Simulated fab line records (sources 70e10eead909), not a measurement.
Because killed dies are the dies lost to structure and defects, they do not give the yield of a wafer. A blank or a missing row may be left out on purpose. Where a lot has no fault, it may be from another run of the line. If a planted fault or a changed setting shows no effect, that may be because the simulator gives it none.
Matching of chambers / flow nand_harc / NHARC_A_M1_STRIP_18 on rie_diel-05: 4 sister chambers
The step strips in N2/H2. 4 wafers are shown with their chamber, then 10 later ones without.

## WAFERS, EACH WITH ITS CHAMBER
wafer=L086.4; chamber=1; showerhead_plenum_p_Torr (Torr)=2.17
wafer=L086.6; chamber=2; showerhead_plenum_p_Torr (Torr)=1.90
wafer=L087.3; chamber=0; showerhead_plenum_p_Torr (Torr)=1.99
wafer=L087.4; chamber=3; showerhead_plenum_p_Torr (Torr)=2.08

## WAFERS WITHOUT THEIR CHAMBER
wafer=L087.6; showerhead_plenum_p_Torr (Torr)=1.90
wafer=L091.2; showerhead_plenum_p_Torr (Torr)=1.99
wafer=L091.5; showerhead_plenum_p_Torr (Torr)=1.90
wafer=L091.6; showerhead_plenum_p_Torr (Torr)=2.16
wafer=L090.2; showerhead_plenum_p_Torr (Torr)=1.99
wafer=L090.5; showerhead_plenum_p_Torr (Torr)=2.08
wafer=L090.6; showerhead_plenum_p_Torr (Torr)=1.99
wafer=L095.4; showerhead_plenum_p_Torr (Torr)=1.90
wafer=L095.5; showerhead_plenum_p_Torr (Torr)=2.16
wafer=L095.6; showerhead_plenum_p_Torr (Torr)=1.99

## THE CHAMBER EACH PASSED THROUGH
wafer=L087.6; from the rows above=2; in truth=2
wafer=L091.2; from the rows above=0; in truth=0
wafer=L091.5; from the rows above=2; in truth=2
wafer=L091.6; from the rows above=1; in truth=1
wafer=L090.2; from the rows above=0; in truth=0
wafer=L090.5; from the rows above=3; in truth=3
wafer=L090.6; from the rows above=0; in truth=0
wafer=L095.4; from the rows above=2; in truth=2
wafer=L095.5; from the rows above=1; in truth=1
wafer=L095.6; from the rows above=0; in truth=0
Correct placement for 10 of the 10. From these rows, 0 cannot be placed. Wrongly placed: 0.
How it was worked out, from the rows above alone: a wafer's distance from a chamber is the root of the sum, over the readings, of the square of ((its reading less the chamber's mean) divided by the reading's scatter). The wafer belongs to the nearest chamber; if the next one is less than 2 further off, it can't be placed. Each chamber's mean is taken over the wafers shown for it. The scatter: with one shown wafer a chamber, the root of the mean of the squares of how far each hidden wafer lies from its nearest shown one.
